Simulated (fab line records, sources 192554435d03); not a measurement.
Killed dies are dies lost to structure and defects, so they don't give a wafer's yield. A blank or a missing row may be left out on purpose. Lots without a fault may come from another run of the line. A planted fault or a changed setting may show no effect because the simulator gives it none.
Which tool did it? | flow n5_finfet | 11 lots, 33 wafers sampled, at 4 steps of a route of 1938

WHAT THE GAUGES READ, wafer by wafer
N5_SDB_INSPECT_13: inspects for defects (brightfield).
lot  | measured    | on                | raw_defect_count
L075 | day 4 00:08 | defect_inspect-01 | 67 105 110
L077 | day 4 11:43 | defect_inspect-02 | 56 118 32
L079 | day 4 23:13 | defect_inspect-02 | 68 85 216
L081 | day 5 13:37 | defect_inspect-02 | 85 127 118
L083 | day 6 03:44 | defect_inspect-01 | 118 61 67
L085 | day 6 16:47 | defect_inspect-02 | 79 36 58
L087 | day 7 05:59 | defect_inspect-02 | 23 41 45
L089 | day 7 16:52 | defect_inspect-01 | 68 107 129
L091 | day 8 05:01 | defect_inspect-02 | 69 102 77
L093 | day 8 16:54 | defect_inspect-02 | 26 26 40
L096 | day 9 06:31 | defect_inspect-02 | 60 54 66

WHICH TOOL RAN EACH LOT (tool, then ch and the chambers of the sampled wafers, then the start)
lot  | N5_SD_EPI_N_ETCH_35               | N5_SD_EPI_N_ETCHBACK_44           | N5_ILD0_CMP_03
L075 | rie_diel-04 ch 0,1, day 3 08:13   | rie_diel-04 ch 0,1, day 3 08:32   | cmp-01 ch 1,2, day 3 19:35
L077 | rie_diel-04 ch 1,2,3, day 3 18:47 | rie_diel-04 ch 1,2,3, day 3 19:07 | cmp-01 ch 0,3, day 4 06:32
L079 | rie_diel-06 ch 0,2,3, day 4 06:32 | rie_diel-06 ch 0,2,3, day 4 06:51 | cmp-01 ch 0,2,3, day 4 18:26
L081 | rie_diel-01 ch 1,2,3, day 4 18:49 | rie_diel-01 ch 1,2,3, day 4 19:08 | cmp-03 ch 0,1,3, day 5 08:24
L083 | rie_diel-06 ch 0,3, day 5 11:04   | rie_diel-06 ch 0,3, day 5 11:23   | cmp-03 ch 0,2,3, day 5 23:17
L085 | rie_diel-01 ch 2,3, day 5 23:02   | rie_diel-01 ch 2,3, day 5 23:25   | cmp-01 ch 0,2,3, day 6 12:26
L087 | rie_diel-04 ch 0,2, day 6 12:33   | rie_diel-04 ch 0,2, day 6 12:53   | cmp-03 ch 0,2,3, day 7 00:50
L089 | rie_diel-04 ch 0,1,2, day 7 00:20 | rie_diel-04 ch 0,1,2, day 7 00:40 | cmp-02 ch 1,2,3, day 7 12:38
L091 | rie_diel-01 ch 0,1,2, day 7 12:02 | rie_diel-01 ch 0,1,2, day 7 12:22 | cmp-03 ch 0,1,2, day 8 00:23
L093 | rie_diel-01 ch 0,2, day 7 23:44   | rie_diel-01 ch 0,2, day 8 00:03   | cmp-01 ch 1,2,3, day 8 12:19
L096 | rie_diel-06 ch 0,2,3, day 8 13:03 | rie_diel-06 ch 0,2,3, day 8 13:23 | cmp-01 ch 0,2,3, day 9 02:08
- N5_SD_EPI_N_ETCH_35: etches SOC in N2/H2, overetch 108 nm, time 486 s.
- N5_SD_EPI_N_ETCHBACK_44: etches SiNx in CH3F/O2, stops on SiO2, target depth 14.5 nm.
- N5_ILD0_CMP_03: polishes, stops on SiNx, t overpolish 1.9 s, target thk 197.38 nm.

THE ANSWER, worked out from the rows above alone
Rule: what is usual is taken from the lots themselves. Put in order of their means at a reading, lots are off if they are a third of the lots or fewer, leave a main group of 4 or more, and stand apart from it by a gap of 3 or more times the standard deviation of the main group's means; of several such gaps the widest counts. A main group whose means are all the same, to the digits that the tables above print for the reading, isn't used. A lot without any number at a reading at which 4 lots or more have one is off too. The other lots that the step has rows for count as sound.
No lot is off at any reading shown: from this, nothing can be told.

WHAT THE SIMULATOR HAD PUT IN
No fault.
